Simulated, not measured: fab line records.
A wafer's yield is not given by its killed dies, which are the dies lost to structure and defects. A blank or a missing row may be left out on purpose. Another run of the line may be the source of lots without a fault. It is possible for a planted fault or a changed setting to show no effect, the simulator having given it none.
fab line records -- flow nandHarc
record lots=14, wafers=42, lastDay=24
route steps=1159 shown P_GATE@176 P_CONTACT@219 END@1159
lots that met no fault: from a run of the same line without faults
startH: hours from the record's first day to the start of the lot's first wafer shown -- waitH: hours from the lot's prior step to this one -- " identical to the entry in the row above -- L1.1+2: several wafers, shown together as one row -- - value missing, or start not given -- * or withheld: withheld -- < > ~ a bound
route shown NAME@n: NAME is a module with steps in the file, n the number in the route of the first one -- usual: the fault-free wafers' mean and standard deviation -- same: alike in all rows -- chamber/n: place in a boat -- sites: per-site readings -- _std_site: their standard deviation -- _edge_site: mean of outer sites minus mean of inner sites -- radiusMm: for every site, how far away it sits from the centre of the wafer -- mask NAME#n: copy n -- behind: the last tool/chamber to shape the wafer -- hold: cause of the lot's hold/its duration in hours/its outcome -- device: the n, p or np transistor that did not switch -- end of line: tests of these same wafers at the route's end -- a step with no rows: only its recipe -- killed: dies lost to structure and defects at the first sort, not the wafer's yield -- map: a wafer's dies, marking killed ones x, the rest . and places with no die _
set.NAME: the setting as run; set.NAME@STEP: as run at that earlier step -- model.NAME: the simulator's own value behind a step, which no gauge read
one table for each step of the route and one row for each wafer, over a sample of lots
services: when a tool's chamber went out of use (startH, in hours from the record's first day, below 0 if earlier), for how many hours, and the reason
## steps
# step NHARC_P_GATE_STRIP_50
# recipe timeS=900, tempC=130, chemistry=SPM
lot.wafer,tool,chamber,startH,waitH
L947.3+1+5,wetBench-09,"2,6,7",94.53,0.1
L948.3+2+1,wetBench-06,"0,2,5",106.97,0.1
L951.4+1+6,wetBench-04,"3,5,6",119.86,0.1
L949.2+6+3,wetBench-06,"1,2,4",120.19,0.1
L950.1+2+3,wetBench-04,"7,0,4",120.38,0.1
L953.4+5+1,wetBench-04,"0,1,3",134.10,0.1
L952.6+3+4,wetBench-04,"2,3,4",136.99,0.1
L955.2+5+6,wetBench-04,"1,4,5",145.48,0.1
L954.2+4+1,wetBench-04,"4,5,7",147.65,0.1
L957.4+3+5,wetBench-09,"7,0,2",168.04,0.1
L964.4+5+2,wetBench-09,"6,7,1",200.36,0.1
L966.2+3+1,wetBench-06,"1,2,5",216.22,0.1
L968.6+4+3,wetBench-04,"3,4,7",232.62,0.1
L970.1+4+5,wetBench-06,"6,0,3",235.46,0.1
# step NHARC_P_GATE_STRIP_76
# recipe powerW=1500, tempC=250, chemistry=O2
# usual drypumpMotorCurrentA=5.3/0.41, heaterPowerW=341/18
lot.wafer,tool,chamber,startH,waitH,drypumpMotorCurrentA,heaterPowerW,rfHoursCounterH
L947.1,plasmaAsher-01,0,95.96,0.2,5.7,341,54
L947.3,plasmaAsher-01,0,95.96,0.2,5.7,344,-
L947.5,plasmaAsher-01,0,95.96,0.2,5.7,333,-
L948.2,plasmaAsher-02,1,108.53,0.2,5.8,328,34
L948.1,plasmaAsher-02,0,108.53,0.2,4.8,356,34
L948.3,plasmaAsher-02,1,108.53,0.2,5.8,331,-
L951.1,plasmaAsher-02,0,121.42,0.2,4.8,354,38
L951.4,plasmaAsher-02,1,121.42,0.2,5.8,331,-
L951.6,plasmaAsher-02,1,121.42,0.2,5.8,330,-
L949.2,plasmaAsher-02,0,121.74,0.2,4.8,362,39
L949.3,plasmaAsher-02,0,121.74,0.2,4.8,360,-
L949.6,plasmaAsher-02,0,121.74,0.2,4.8,361,-
L950.1,plasmaAsher-02,1,122.06,0.2,5.7,323,39
L950.2,plasmaAsher-02,0,122.06,0.2,4.8,354,39
L950.3,plasmaAsher-02,1,122.06,0.2,5.7,334,-
L953.1,plasmaAsher-01,1,135.55,0.2,5.2,327,8
L953.4,plasmaAsher-01,0,135.55,0.2,5.7,350,-
L953.5,plasmaAsher-01,0,135.55,0.2,5.7,350,-
L952.3,plasmaAsher-01,0,138.46,0.2,5.7,356,-
L952.4,plasmaAsher-01,1,138.46,0.2,5.2,326,-
L952.6,plasmaAsher-01,1,138.46,0.2,5.2,316,-
L955.2,plasmaAsher-02,1,146.96,0.2,5.8,330,48
L955.6,plasmaAsher-02,1,146.96,0.2,5.8,331,-
L955.5,plasmaAsher-02,0,146.96,0.2,4.8,355,-
L954.1,plasmaAsher-01,0,149.22,0.2,5.7,352,13
L954.2,plasmaAsher-01,1,149.22,0.2,5.2,319,13
L954.4,plasmaAsher-01,0,149.22,0.2,5.7,351,-
L957.3,plasmaAsher-01,0,169.67,0.2,5.7,345,-
L957.4,plasmaAsher-01,1,169.67,0.2,5.2,326,-
L957.5,plasmaAsher-01,1,169.67,0.2,5.2,320,-
L964.2,plasmaAsher-01,1,201.85,0.2,5.2,322,33
L964.4,plasmaAsher-01,1,201.85,0.2,5.2,326,-
L964.5,plasmaAsher-01,1,201.85,0.2,5.2,335,-
L966.1,plasmaAsher-01,0,217.68,0.2,5.6,348,38
L966.2,plasmaAsher-01,1,217.68,0.2,5.2,326,38
L966.3,plasmaAsher-01,1,217.68,0.2,5.2,321,-
L968.3,plasmaAsher-02,1,234.08,0.2,5.8,323,-
L968.4,plasmaAsher-02,0,234.08,0.2,4.8,372,-
L968.6,plasmaAsher-02,1,234.08,0.2,5.8,318,-
L970.1,plasmaAsher-02,0,237.02,0.2,4.8,388,16
L970.4,plasmaAsher-02,1,237.02,0.2,5.8,320,-
L970.5,plasmaAsher-02,0,237.02,0.2,4.7,367,-
# step NHARC_P_GATE_INSPECT_68
# usual rawDefectCount=221/84
lot.wafer,tool,chamber,startH,waitH,rawDefectCount
L947.1,defectInspect-02,-,100.12,0.2,265
L947.3,defectInspect-02,-,100.12,0.2,281
L947.5,defectInspect-02,-,100.12,0.2,194
L948.1,defectInspect-01,-,112.40,0.2,232
L948.2,defectInspect-01,-,112.40,0.2,248
L948.3,defectInspect-01,-,112.40,0.2,183
L951.1,defectInspect-01,-,125.39,0.2,224
L951.4,defectInspect-01,-,125.39,0.2,208
L951.6,defectInspect-01,-,125.39,0.2,329
L949.2,defectInspect-01,-,125.82,0.2,161
L949.3,defectInspect-01,-,125.82,0.2,259
L949.6,defectInspect-01,-,125.82,0.2,415
L950.1,defectInspect-01,-,126.18,0.2,165
L950.2,defectInspect-01,-,126.18,0.2,188
L950.3,defectInspect-01,-,126.18,0.2,196
L953.1,defectInspect-01,-,139.46,0.2,188
L953.4,defectInspect-01,-,139.46,0.2,304
L953.5,defectInspect-01,-,139.46,0.2,179
L952.3,defectInspect-02,-,142.38,0.1,159
L952.4,defectInspect-02,-,142.38,0.1,117
L952.6,defectInspect-02,-,142.38,0.1,294
L955.2,defectInspect-02,-,150.88,0.1,170
L955.5,defectInspect-02,-,150.88,0.1,173
L955.6,defectInspect-02,-,150.88,0.1,184
L954.1,defectInspect-02,-,153.09,0.2,474
L954.2,defectInspect-02,-,153.09,0.2,234
L954.4,defectInspect-02,-,153.09,0.2,450
L957.3,defectInspect-02,-,173.65,0.1,815
L957.4,defectInspect-02,-,173.65,0.1,647
L957.5,defectInspect-02,-,173.65,0.1,683
L964.2,defectInspect-02,-,206.07,0.1,460
L964.4,defectInspect-02,-,206.07,0.1,532
L964.5,defectInspect-02,-,206.07,0.1,471
L966.1,defectInspect-01,-,222.68,0.2,150
L966.2,defectInspect-01,-,222.68,0.2,108
L966.3,defectInspect-01,-,222.68,0.2,188
L968.3,defectInspect-01,-,238.14,0.1,122
L968.4,defectInspect-01,-,238.14,0.1,243
L968.6,defectInspect-01,-,238.14,0.1,133
L970.1,defectInspect-01,-,241.07,0.2,206
L970.4,defectInspect-01,-,241.07,0.2,282
L970.5,defectInspect-01,-,241.07,0.2,143
# step NHARC_P_CONTACT_CMP_01
# recipe targetThkNm=200, material=SiO2
# usual motorCurrentA=11.6/1.2, slurryFilterDpKPa=13.49/0.15
lot.wafer,tool,chamber,startH,waitH,motorCurrentA,slurryFilterDpKPa
L947.1,cmp-04,3,100.90,-,9.4,13.47
L947.3,cmp-04,2,100.90,-,11.3,13.58
L947.5,cmp-04,3,100.90,-,10.0,13.58
L948.1,cmp-02,0,113.19,-,10.8,13.03
L948.2,cmp-02,1,113.19,-,13.2,13.35
L948.3,cmp-02,2,113.19,-,11.0,13.59
L951.4,cmp-03,1,126.17,-,12.8,13.62
L951.1,cmp-03,0,126.17,-,10.4,13.43
L951.6,cmp-03,1,126.17,-,12.3,13.75
L949.2,cmp-02,0,126.65,-,11.6,13.64
L949.3,cmp-02,3,126.65,-,12.2,13.75
L949.6,cmp-02,1,126.65,-,12.5,13.39
L950.3,cmp-04,0,126.96,-,10.4,13.66
L950.2,cmp-04,2,126.96,-,11.0,13.44
L950.1,cmp-04,3,126.96,-,9.3,13.37
L953.4,cmp-04,1,140.27,-,12.7,13.56
L953.1,cmp-04,3,140.27,-,9.2,13.40
L953.5,cmp-04,0,140.27,-,10.3,13.54
L952.3,cmp-02,2,143.20,-,11.1,13.26
L952.4,cmp-02,3,143.20,-,12.0,13.70
L952.6,cmp-02,0,143.20,-,11.3,13.78
L955.2,cmp-04,1,151.66,-,12.6,13.73
L955.5,cmp-04,1,151.66,-,12.7,13.47
L955.6,cmp-04,2,151.66,-,10.8,13.53
L954.4,cmp-02,0,153.87,-,11.5,13.66
L954.2,cmp-02,2,153.87,-,10.3,13.75
L954.1,cmp-02,3,153.87,-,11.7,13.43
L957.4,cmp-04,0,174.46,-,10.3,13.54
L957.3,cmp-04,1,174.46,-,12.1,13.70
L957.5,cmp-04,0,174.46,-,10.0,13.57
L964.2,cmp-03,0,207.01,-,11.3,13.62
L964.4,cmp-03,1,207.01,-,13.0,13.41
L964.5,cmp-03,0,207.01,-,11.2,13.83
L966.3,cmp-04,2,223.48,-,11.0,13.44
L966.2,cmp-04,3,223.48,-,9.6,13.46
L966.1,cmp-04,0,223.48,-,10.5,13.45
L968.4,cmp-02,0,238.92,-,11.6,13.20
L968.3,cmp-02,1,238.92,-,12.6,13.40
L968.6,cmp-02,0,238.92,-,11.5,13.52
L970.4,cmp-02,1,241.85,-,12.4,13.57
L970.1,cmp-02,2,241.85,-,10.8,13.45
L970.5,cmp-02,2,241.85,-,11.5,13.56
# step NHARC_P_CONTACT_CD_MEAS_12
# recipe targetCdNm=90, landingEnergyEv=500
# usual cdNm=89.6/1
lot.wafer,tool,chamber,startH,waitH,cdNm
L947.1,cdSem-03,0,101.73,-,88.8
L947.3,cdSem-03,0,101.73,-,88.7
L947.5,cdSem-03,0,101.73,-,89.0
L948.1,cdSem-02,0,114.01,-,89.7
L948.2,cdSem-02,0,114.01,-,89.6
L948.3,cdSem-02,0,114.01,-,88.3
L951.1,cdSem-03,0,126.88,-,91.5
L951.4,cdSem-03,0,126.88,-,91.4
L951.6,cdSem-03,0,126.88,-,91.6
L949.2,cdSem-02,0,127.49,-,90.1
L949.3,cdSem-02,0,127.49,-,88.3
L949.6,cdSem-02,0,127.49,-,89.6
L950.1,cdSem-01,0,127.79,-,91.6
L950.2,cdSem-01,0,127.79,-,91.1
L950.3,cdSem-01,0,127.79,-,91.8
L953.1,cdSem-02,0,140.97,-,90.1
L953.4,cdSem-02,0,140.97,-,91.4
L953.5,cdSem-02,0,140.97,-,90.7
L952.3,cdSem-03,0,144.01,-,89.9
L952.4,cdSem-03,0,144.01,-,91.7
L952.6,cdSem-03,0,144.01,-,90.0
L955.2,cdSem-01,0,152.52,-,89.2
L955.5,cdSem-01,0,152.52,-,88.5
L955.6,cdSem-01,0,152.52,-,89.2
L954.1,cdSem-03,0,154.73,-,88.5
L954.2,cdSem-03,0,154.73,-,89.1
L954.4,cdSem-03,0,154.73,-,89.0
L957.3,cdSem-01,0,175.27,-,88.4
L957.4,cdSem-01,0,175.27,-,88.6
L957.5,cdSem-01,0,175.27,-,88.8
L964.2,cdSem-01,0,207.89,-,89.0
L964.4,cdSem-01,0,207.89,-,89.7
L964.5,cdSem-01,0,207.89,-,88.6
L966.1,cdSem-03,0,224.29,-,91.3
L966.2,cdSem-03,0,224.29,-,90.6
L966.3,cdSem-03,0,224.29,-,91.2
L968.3,cdSem-03,0,239.75,-,88.5
L968.4,cdSem-03,0,239.75,-,91.3
L968.6,cdSem-03,0,239.75,-,91.0
L970.1,cdSem-01,0,242.55,-,89.5
L970.4,cdSem-01,0,242.55,-,88.2
L970.5,cdSem-01,0,242.55,-,88.4
# step NHARC_END_SORT_01
# recipe tempC=25
# usual killedAtArray=28/11, killedAtOther=0.5/0.87, killedAtPeriphery=2.9/2.2, killedDies=32/11, killedOpen=3.2/1.9, killedShort=1.8/1.4
# same grossDies=677
lot.wafer,tool,chamber,startH,waitH,killedAtArray,killedAtOther,killedAtPeriphery,killedDies,killedOpen,killedShort
L957.3,prober-02,0,500.67,3.1,12,0,75,87,4,1
L957.4,prober-02,0,501.47,3.4,14,0,53,67,5,3
L957.5,prober-02,0,502.27,3.7,11,1,54,66,4,2
L964.2,prober-01,0,559.38,2.8,26,0,32,58,2,3
L964.4,prober-01,0,560.96,3.4,27,0,70,97,4,2
L964.5,prober-01,0,561.76,3.7,30,0,52,82,5,1
# killed by level:class
L957.3 P_GATE:unspecified=74 A_BLC:geometricParticle:open=3 A_CHANNEL_HOLE_D1:chamberFilmFlake=3 A_WL_FILL:chamberFilmFlake=2 A_CONTACT:chamberFilmFlake=2 A_M0:geometricParticle:short=1 A_M0:geometricParticle:open=1 P_ZERO_WELL:chamberFilmFlake=1
L957.4 P_GATE:unspecified=51 A_CHANNEL_HOLE_D1:chamberFilmFlake=2 A_STAIRCASE:chamberFilmFlake=2 A_WL_FILL:chamberFilmFlake=2 P_CONTACT:geometricParticle:short=1 P_M1:geometricParticle:open=1 A_SOURCE_PLATE:geometricParticle:short=1 A_SOURCE_PLATE:geometricParticle:open=1
L957.5 P_GATE:unspecified=54 A_WL_FILL:chamberFilmFlake=2 A_SOURCE_PLATE:geometricParticle:open=1 A_SOURCE_PLATE:geometricParticle:short=1 A_CONTACT:geometricParticle:open=1 A_CONTACT:geometricParticle:short=1 A_BLC:geometricParticle:open=1 A_M0:geometricParticle:open=1
L964.2 P_GATE:unspecified=26 A_CHANNEL_HOLE_D1:chamberFilmFlake=12 A_SLIT:chamberFilmFlake=8 A_STAIRCASE:chamberFilmFlake=4 P_GATE:chamberFilmFlake=3 P_CONTACT:geometricParticle:open=1 P_CONTACT:geometricParticle:short=1 P_M0:geometricParticle:open=1
L964.4 P_GATE:unspecified=68 A_SLIT:chamberFilmFlake=16 A_CHANNEL_HOLE_D1:chamberFilmFlake=6 A_ONON_D1:geometricParticle:open=2 P_CONTACT:geometricParticle:short=1 P_CONTACT:geometricParticle:open=1 A_ONON_D1:geometricParticle:short=1 A_CONTACT:geometricParticle:open=1
L964.5 P_GATE:unspecified=49 A_SLIT:chamberFilmFlake=16 A_CONTACT:chamberFilmFlake=4 A_STAIRCASE:chamberFilmFlake=3 A_CONTACT:geometricParticle:open=2 A_M0:geometricParticle:open=2 A_CHANNEL_HOLE_D1:chamberFilmFlake=2 P_M1:geometricParticle:open=1
## services
tool,chamber,startH,hours,kind
cmp-02,-,87.48,1.4,repair
cmp-04,-,91.34,2.3,repair
plasmaAsher-01,-,99.29,9.0,pm
plasmaAsher-01,0,99.29,9.0,ventCycle
plasmaAsher-01,1,99.29,9.0,ventCycle
cmp-04,-,105.73,4.0,pm
plasmaAsher-01,0,108.29,-,clean
plasmaAsher-01,1,108.29,-,clean
wetBench-09,-,112.80,8.0,pm
cmp-03,-,122.38,1.2,repair
cmp-02,-,123.10,3.3,repair
cmp-02,-,128.55,4.0,pm
wetBench-04,-,145.75,1.5,repair
cmp-03,-,156.80,4.0,pm
wetBench-06,-,157.59,8.0,pm
wetBench-04,-,163.20,8.0,pm
cmp-02,-,171.19,17.3,repair
plasmaAsher-02,-,183.00,9.0,pm
cmp-04,-,203.73,4.0,pm
cmp-03,-,212.21,0.8,repair
cmp-04,-,219.67,3.3,repair
cmp-02,-,226.55,4.0,pm
cmp-03,-,227.48,1.9,repair
wetBench-06,-,238.67,1.0,repair
## key
firstSign step=NHARC_P_GATE_INSPECT_68, reading=rawDefectCount, direction=up, sigmas=4.5, usual=221, struck=601
effect step=NHARC_END_SORT_01, reading=killedAtPeriphery, direction=up, sigmas=25, usual=2.9, struck=56
moreKillsBornAt NHARC_P_GATE_STRIP_50@wetBench-09=322
metAt NHARC_P_GATE_STRIP_50
struckLots L957,L964
testerLeftOut L957,L964
notActingAt NHARC_P_GATE_STRIP_76,NHARC_P_CONTACT_CMP_01,NHARC_P_CONTACT_CD_MEAS_12
onsetBetween 94.53 168.04
fault kind=chamberParticleSource, tool=wetBench-09, chamber=-, onsetH=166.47, steps=NHARC_P_GATE_STRIP_50, ratePerVisitCm2=0.48992, endH=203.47
# testerLeftOut: of these lots the tester's yield and bins aren't shown, on N5 and GAA mostly nor the transistor test; their killed dies are dies lost to structure and defects alone, not to doping, threshold or leakage, so they don't give the yield
